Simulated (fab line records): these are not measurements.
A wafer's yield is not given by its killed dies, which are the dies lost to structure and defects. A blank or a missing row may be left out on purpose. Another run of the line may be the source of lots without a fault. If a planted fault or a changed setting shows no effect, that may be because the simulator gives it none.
A lot that was struck, set against a sound lot + flow n5Finfet + 39 steps out of a route of 1938
Sound: the wafers L517.1, L517.3, L517.5. Wafers struck: L505.1, L505.5, L505.6. The cause is given at the end.
For every step that has rows: the tool of each side, followed by ch and its chambers, followed by its first start. Under that, the readings that differ: sound wafers + struck wafers + difference of the means + sigmas: that difference in standard deviations of wafers without a fault.
alike: readings with means less than 2 such deviations apart, plus words and numbers identical on both sides. not compared: withheld readings, readings lacking a value on some wafer, bounds such as >300 that could conceal the same value, and numbers that have no deviation in the record and whose values overlap.
Wherever a step has rows on one side only, a row that says differs or no value, or a row with sigmas, the two part there. Numbers that have no deviation but don't overlap get no sigmas and don't part them. Lack of a reading on every wafer of one side parts them only where that side has two or more wafers.

first, 9 steps without rows for these wafers: N5_MOL_CONTACT_COAG_PRE_CLEAN_142 (time 60 s); N5_MOL_CONTACT_COAG_SPUTTER_130 (material Co, target thk 47.5 nm); N5_MOL_CONTACT_COAG_PRECLEAN_125 (cleans in DIW, time 57.5 s); N5_MOL_CONTACT_COAG_SRD_126 (dry time 32 s); N5_MOL_CONTACT_COAG_CMP_23 (polishes, stops on SiO2, t overpolish 1.5 s, target thk 0 nm); N5_MOL_CONTACT_COAG_WET_ETCH_26 (target Co, target depth 13 nm); N5_MOL_CONTACT_COAG_WET_ETCH_116 (etches the open film in SC1-inhibited, target depth 4.6 nm, rinse time 30 s); N5_MOL_CONTACT_COAG_ALD_27 (deposits SiOC, target thk 17 nm, pulse time 1.5 s, time 2720 s); N5_MOL_CONTACT_COAG_CMP_28 (polishes, stops on SiNx, t overpolish 0.85 s, target thk 14.522 nm).
N5_MOL_CONTACT_COAG_ALD_123: deposits SiNx, target thk 5 nm, pulse time 1 s, purge time 2 s.
  sound on aldSin-02 ch 1,2,3, day 9 12:25; struck on aldSin-04 ch 0,2,3, day 6 09:44
  no value came back on the struck wafers for aldCycles, chamberPressureTorr (Torr), heaterPowerW (W), precursorPulseHeightRel; on the sound wafers aldCycles reads 100 100 100
then, 22 steps without rows for these wafers: N5_MOL_CONTACT_COAG_PECVD_31 (deposits SiO2 from TEOS/O2, target thk 46 nm, time 8.9 s); N5_MOL_CONTACT_COAG_COAT_75 (time 60 s, resist thk 60 nm); N5_MOL_CONTACT_COAG_COAT_76 (time 60 s, resist thk 10 nm); N5_MOL_CONTACT_COAG_COAT_77 (time 60 s, resist thk 10 nm); N5_MOL_CONTACT_COAG_COAT_78 (resist thk 40 nm); N5_MOL_CONTACT_COAG_EBR_80; N5_MOL_CONTACT_COAG_SOFTBAKE_79 (time 60 s); N5_MOL_CONTACT_COAG_EXPOSE_81 (exposes mask VG, defocus 0 nm); N5_MOL_CONTACT_COAG_PEB_82 (peb time 60 s); N5_MOL_CONTACT_COAG_DEVELOP_83 (develop time 30 s); N5_MOL_CONTACT_COAG_DESCUM_88 (chemistry O2, time 7 s); N5_MOL_CONTACT_COAG_ETCH_89 (etches underlayer in N2/H2, target depth 13 nm, time 10.4 s); N5_MOL_CONTACT_COAG_ETCH_90 (etches SiARC in CF4, target depth 13 nm, time 21.7 s); N5_MOL_CONTACT_COAG_ALD_131 (deposits SiO2, target thk 5 nm, pulse time 1 s, co reactant pulse time 1 s); N5_MOL_CONTACT_COAG_ETCHBACK_132 (etches SiO2 in CHF3, target depth 10 nm, time 6.7 s); N5_MOL_CONTACT_COAG_ETCH_91 (etches SOC in N2/H2, target depth 60 nm, overetch 21 nm, time 101.2 s); N5_MOL_CONTACT_COAG_STRIP_92 (strips in N2/H2); N5_MOL_CONTACT_COAG_STRIP_93 (strips in N2/H2); N5_MOL_CONTACT_COAG_ETCHBACK_135 (etches SiO2 in CHF3, target depth 25 nm, time 16.7 s); N5_MOL_CONTACT_COAG_STRIP_118 (strips in CHF3); N5_MOL_CONTACT_COAG_VIA_ETCH_46 (etches SiO2 in C4F6/O2, target depth 46 nm, overetch 9.2 nm, time 40 s); N5_MOL_CONTACT_COAG_STRIP_96 (strips in N2/H2).
N5_MOL_CONTACT_COAG_ETCH_47: etches SiNx in CH3F/O2, stops on W, target depth 27 nm.
  sound on rieDiel-04 ch 0,1, day 9 14:38; struck on rieDiel-03 ch 0,3, day 6 11:25
| reading                                    | sound             | struck            | difference | sigmas |
|--------------------------------------------|-------------------|-------------------|------------|--------|
| etchRfOnTimeS (s)                          | 30.6 30.9 31.3    | 35.6 37.3 36.3    | +5.5       | +11    |
| model.etch.tClearS (s)                     | 25.49 25.73 26.05 | 29.7 31.04 30.21  | +4.6       |        |
| model.MOL_CONTACT_COAG.featureDepthNm (nm) | 18.6 18.4 18.6    | 21.4 22.2 21.8    | +3.3       |        |
| model.etch.depthNm (nm)                    | 17.9 17.89 18.01  | 20.75 21.53 21.08 | +3.19      |        |
  alike: drypumpMotorCurrentA, oes_o_777_au, oesProductAu, rfVppV, showerheadPlenumPTorr, throttleValvePct
  not compared: rfHoursCounterH
then, 3 steps without rows for these wafers: N5_MOL_CONTACT_COAG_STRIP_119 (strips in N2/H2, time 30 s); N5_MOL_CONTACT_COAG_PRECLEAN_144 (cleans in alkaline clean, time 60 s); N5_MOL_CONTACT_COAG_SRD_145 (time 30 s).
N5_MOL_CONTACT_COAG_ETCH_124: etches SiNx in CH3F/O2, stops on SiOC, target depth 6.5 nm.
  sound on rieDiel-04 ch 2,3, day 9 16:14; struck on rieDiel-05 ch 2,3, day 6 12:50
| reading                 | sound             | struck         | difference | sigmas |
|-------------------------|-------------------|----------------|------------|--------|
| oesProductAu (a.u.)     | 0.79 0.82 0.82    | 0.31 0.30 0.28 | -0.51      | -7     |
| model.etch.depthNm (nm) | 5.017 5.014 5.025 | 0 0 0          | -5         |        |
  alike: drypumpMotorCurrentA, oes_o_777_au, rfVppV, showerheadPlenumPTorr, throttleValvePct
  not compared: rfHoursCounterH
-- here the record skips 3 days between the struck wafers' starts before and after, leaving off in module MOL_CONTACT_COAG and picking up in module BEOL_M4 (first step shown: number 1111 of the route) --
N5_BEOL_M4_RC_MEAS_101:
  sound on prober-01 ch 0, day 12 16:28; struck on prober-01 ch 0, day 9 05:29
  alike: DIBL_N, DIBL_P, IOFF_N, IOFF_P, ION_N, ION_P, SS_N, SS_P, VT_N, VT_P
-- here the record skips 5 days between the struck wafers' starts before and after, leaving off in module BEOL_M4 and picking up in module PASSIVATION (first step shown: number 1936 of the route) --
N5_PASSIVATION_PROBE_49:
  record: rows for the struck wafers here (prober-01, day 13 21:55), none for the sound ones

== WHERE THEY PART ==
First at N5_MOL_CONTACT_COAG_ALD_123; last, within this record, at N5_PASSIVATION_PROBE_49.

WHY: whatever the simulator had introduced
Whole step skipped at N5_MOL_CONTACT_COAG_ALD_123 on aldSin-04, starting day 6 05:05. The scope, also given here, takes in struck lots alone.
